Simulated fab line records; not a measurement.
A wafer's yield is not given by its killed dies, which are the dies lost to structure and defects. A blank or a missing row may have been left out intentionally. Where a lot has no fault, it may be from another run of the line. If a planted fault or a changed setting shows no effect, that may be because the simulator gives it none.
The tool behind it: which one?	flow n5Finfet	27 wafers from 9 lots sampled at 6 of the route's 1938 steps

## WHAT EACH GAUGE READ, for each wafer
N5_BEOL_M4_RC_MEAS_101. Usual: DIBL_N 36.6 mV/V, standard deviation 1.3; DIBL_P 36.4 mV/V, standard deviation 1.4; IOFF_N 0.167 nA/um, standard deviation 0.023; IOFF_P 0.219 nA/um, standard deviation 0.029; ION_N 678 uA/um, standard deviation 8.7; ION_P 464 uA/um, standard deviation 6.4; SS_N 71.5 mV/dec, standard deviation 0.53; SS_P 73.4 mV/dec, standard deviation 0.57; VT_N 248.5 mV, standard deviation 2.8; VT_P -249 mV, standard deviation 3.1.
lot	measured	on	DIBL_N (mV/V)	DIBL_P (mV/V)	IOFF_N (nA/um)	IOFF_P (nA/um)	ION_N (uA/um)	ION_P (uA/um)	SS_N (mV/dec)	SS_P (mV/dec)	VT_N (mV)	VT_P (mV)	flag
L629	day 9 06:21	prober-01	39.7 37.9 37.8	38.0 35.7 35.3	0.211 0.180 0.174	0.267 0.226 0.220	692 686 674	469 469 463	72.4 71.0 71.6	74.2 73.1 72.9	244.7 245.5 247.3	-246 -248 -249	
L640	day 13 02:11	prober-02	35.6 36.8 35.9	34.4 36.1 35.5	0.148 0.175 0.152	0.192 0.229 0.214	673 687 671	458 468 464	70.7 71.4 71.7	73.2 73.6 73.0	250.9 248.2 248.8	-250 -248 -248	
L643	day 13 08:50	prober-02	37.3 38.8 37.2	36.1 38.8 35.9	0.187 0.219 0.182	0.241 0.290 0.238	675 681 669	464 468 459	72.4 72.3 72.7	73.5 75.0 73.2	248.6 245.4 246.7	-245 -244 -246	
L637	day 13 12:19	prober-01	35.0 37.5 36.5	35.7 38.7 37.6	0.166 0.216 0.195	0.218 0.273 0.262	672 671 671	460 466 469	71.2 71.8 71.5	72.8 73.4 74.1	247.8 248.1 247.5	-251 -248 -249	
L641	day 13 17:03	prober-01	35.5 36.0 36.7	37.1 38.0 38.3	0.165 0.177 0.189	0.201 0.215 0.210	674 673 670	460 457 455	71.6 71.8 72.2	74.1 74.1 74.1	248.2 249.4 247.0	-253 -253 -251	
L646	day 14 20:09	prober-02	35.9 35.2 36.6	35.4 35.2 36.0	0.156 0.148 0.169	0.219 0.225 0.230	675 681 681	464 472 466	70.9 70.5 70.9	73.2 73.5 73.4	246.8 249.7 246.5	-250 -248 -248	
L648	day 14 22:31	prober-01	39.3 37.9 37.2	37.6 37.0 36.2	0.193 0.165 0.149	0.207 0.200 0.180	689 679 672	461 466 456	71.7 71.7 71.6	74.3 73.7 73.5	245.8 249.2 252.1	-252 -253 -255	
L649	day 15 15:37	prober-01	37.1 37.7 36.9	39.1 38.4 38.3	0.171 0.176 0.168	0.247 0.233 0.222	674 675 678	463 465 466	72.1 72.4 71.7	73.3 73.7 73.8	249.8 250.0 252.3	-248 -248 -251	
L650	day 15 22:28	prober-01	38.3 37.2 37.2	39.0 36.4 36.5	0.231 0.193 0.188	0.281 0.235 0.234	704 689 690	477 468 468	71.8 71.3 71.6	74.7 74.4 73.3	242.5 245.3 245.2	-245 -249 -250	

N5_BEOL_M12_INSPECT_12: inspects for defects (macro). Usual: rawDefectCount at 2.2, with a standard deviation of 1.6.
lot	measured	on	rawDefectCount	flag
L629	day 12 07:17	defectInspect-01	1 3 1	
L640	day 15 16:56	defectInspect-02	0 3 0	
L643	day 15 23:13	defectInspect-01	3 3 2	
L637	day 16 04:36	defectInspect-02	2 0 3	
L641	day 16 11:37	defectInspect-01	0 1 5	
L646	day 17 14:35	defectInspect-02	1 1 4	
L648	day 17 21:08	defectInspect-02	3 4 1	
L649	day 18 07:22	defectInspect-01	1 7 4	
L650	day 19 00:05	defectInspect-01	0 1 4	

N5_BEOL_M12_INSPECT_30: inspects for defects (macro). Usual: rawDefectCount at 2.2, with a standard deviation of 1.5.
lot	measured	on	rawDefectCount	flag
L629	day 12 08:12	defectInspect-02	1 2 3	
L640	day 15 17:50	defectInspect-02	1 3 2	
L643	day 16 00:08	defectInspect-01	1 2 2	
L637	day 16 05:38	defectInspect-02	1 1 1	
L641	day 16 12:39	defectInspect-02	2 3 4	
L646	day 17 15:53	defectInspect-02	2 1 2	
L648	day 17 22:11	defectInspect-02	2 0 3	
L649	day 18 08:20	defectInspect-02	1 4 6	
L650	day 19 01:25	defectInspect-01	1 1 2	

N5_BEOL_M12_OCD_MEAS_35. Usual: trenchDepthNm at 318 nm, with a standard deviation of 4.1.
lot	measured	on	trenchDepthNm (nm)	flag
L629	day 12 08:45	ocd-01	317 320 317	
L640	day 15 18:25	ocd-01	- - -	OFF
L643	day 16 00:41	ocd-01	- - -	OFF
L637	day 16 06:31	ocd-02	- - -	OFF
L641	day 16 13:12	ocd-01	321 325 319	
L646	day 17 16:26	ocd-02	316 322 311	
L648	day 17 22:53	ocd-01	319 317 312	
L649	day 18 09:47	ocd-01	320 316 319	
L650	day 19 02:11	ocd-02	321 317 323	

## TOOL THAT RAN EACH LOT (tool first, then ch and the chambers of the sampled wafers, then the start)
lot	N5_BEOL_M12_VIA_ETCH_16	N5_BEOL_M12_ETCH_67
L629	rieDiel-01 ch 1,2, day 12 07:25	rieDiel-05 ch 0,3, day 12 08:16
L640	rieDiel-01 ch 0,1,3, day 15 17:03	rieDiel-01 ch 0,2,3, day 15 17:55
L643	rieDiel-04 ch 0,1,3, day 15 23:20	rieDiel-01 ch 0,2,3, day 16 00:12
L637	rieDiel-01 ch 2,3, day 16 04:43	rieDiel-01 ch 1,2,3, day 16 06:01
L641	rieDiel-04 ch 0,1,2, day 16 11:44	rieDiel-01 ch 0,2, day 16 12:43
L646	rieDiel-04 ch 0,2,3, day 17 14:53	rieDiel-01 ch 1,2,3, day 17 15:57
L648	rieDiel-01 ch 0,1,2, day 17 21:16	rieDiel-01 ch 1,2,3, day 17 22:24
L649	rieDiel-01 ch 0,2,3, day 18 07:37	rieDiel-04 ch 0,1,3, day 18 09:22
L650	rieDiel-01 ch 0,3, day 19 00:37	rieDiel-01 ch 0,1,2, day 19 01:42
- N5_BEOL_M12_VIA_ETCH_16: etches SiOC in C4F8/O2/Ar, target depth 724.8 nm.
- N5_BEOL_M12_ETCH_67: etches SiARC in CF4, target depth 143 nm, time 238.3 s.

## WHAT THE TOOLS THEMSELVES READ (means of the sampled wafers that have a number; where no wafer has one, the mark that the record gives instead)
N5_BEOL_M12_VIA_ETCH_16. Usual: C4F8_flow_sccm 15.00 sccm, standard deviation 0.047; O2_flow_sccm 7.999 sccm, standard deviation 0.025; drypumpMotorCurrentA 5.8 A, standard deviation 0.54; heOuterTorr 29.99 Torr, standard deviation 0.057; oesProductAu 0.70 a.u., standard deviation 0.064; rfVppV 665.4 V, standard deviation 2.4; showerheadPlenumPTorr 3.41 Torr, standard deviation 0.078; throttleValvePct 24.29 %, standard deviation 0.23.
lot	tool	C4F8_flow_sccm (sccm)	O2_flow_sccm (sccm)	drypumpMotorCurrentA (A)	heOuterTorr (Torr)	oesProductAu (a.u.)	rfVppV (V)	showerheadPlenumPTorr (Torr)	throttleValvePct (%)	flag
L629	rieDiel-01	15.02	8.028	5.2	30.00	0.78	666.7	3.46	24.05	
L640	rieDiel-01	15.02	7.994	5.8	29.99	0.66	663.5	3.36	24.43	
L643	rieDiel-04	15.02	7.997	6.0	29.98	0.76	665.2	3.42	24.10	
L637	rieDiel-01	15.00	7.999	5.1	30.06	0.69	665.9	3.42	24.34	
L641	rieDiel-04	15.01	7.994	6.0	29.92	0.71	665.4	3.39	24.24	
L646	rieDiel-04	15.00	7.983	5.8	30.02	0.69	665.6	3.43	24.31	
L648	rieDiel-01	15.01	8.011	5.7	29.94	0.70	663.7	3.38	24.22	
L649	rieDiel-01	15.01	8.009	5.6	30.00	0.69	663.5	3.39	24.26	
L650	rieDiel-01	14.97	8.001	5.6	29.97	0.64	664.2	3.35	24.49	

N5_BEOL_M12_ETCH_67. Usual: biasW 36.00 W, standard deviation 0.097; cf4FlowSccm 99.99 sccm, standard deviation 0.26; drypumpMotorCurrentA 5.8 A, standard deviation 0.51; etchRfOnTimeS 239.0 s, standard deviation 2.9; oesProductAu 0.67 a.u., standard deviation 0.065; rfVppV 184.0 V, standard deviation 1; showerheadPlenumPTorr 2.14 Torr, standard deviation 0.051; throttleValvePct 15.66 %, standard deviation 0.24.
lot	tool	biasW (W)	cf4FlowSccm (sccm)	drypumpMotorCurrentA (A)	etchRfOnTimeS (s)	oesProductAu (a.u.)	rfVppV (V)	showerheadPlenumPTorr (Torr)	throttleValvePct (%)	flag
L629	rieDiel-05	35.97	99.97	5.8	238.0	0.67	185.2	2.19	15.76	
L640	rieDiel-01	-	-	-	-	-	-	-	-	OFF
L643	rieDiel-01	-	-	-	-	-	-	-	-	OFF
L637	rieDiel-01	-	-	-	-	-	-	-	-	OFF
L641	rieDiel-01	35.99	100.15	6.0	242.3	0.69	184.0	2.10	15.50	
L646	rieDiel-01	35.99	100.03	5.3	238.1	0.64	184.2	2.13	15.76	
L648	rieDiel-01	35.93	100.13	5.3	237.4	0.64	183.4	2.13	15.76	
L649	rieDiel-04	36.03	99.85	6.0	241.7	0.70	184.2	2.14	15.52	
L650	rieDiel-01	36.11	99.89	5.7	237.0	0.73	183.9	2.11	15.48	

## THE ANSWER, worked out from the rows above alone
Rule: lot off if the mean of its wafers having a number is beyond 3 standard deviations from the usual mean. A lot without any number at a reading at which 4 lots or more have one is off too. Any other lot the step has rows for is counted as sound. After the gauges, taken in route order, come the tools' own readings; for these a lot's mean is taken, as printed above. At the first step where some lot is off, the reading lying furthest off is the one used; lots without a number count as furthest.
Off, at N5_BEOL_M12_OCD_MEAS_35 on trenchDepthNm: L640, L643, L637. Without a number there: L640, L643, L637.
If a tool, at a process step before that reading, ran all the lots that are off and no sound lot after the first of them, it fits. The gauges at N5_BEOL_M12_OCD_MEAS_35 aren't tried: what is off there is off at N5_BEOL_M12_ETCH_67 too, on other tools, and a gauge's error can't cause that. No candidate that was tried fits.

## WHAT THE SIMULATOR HAD INSERTED
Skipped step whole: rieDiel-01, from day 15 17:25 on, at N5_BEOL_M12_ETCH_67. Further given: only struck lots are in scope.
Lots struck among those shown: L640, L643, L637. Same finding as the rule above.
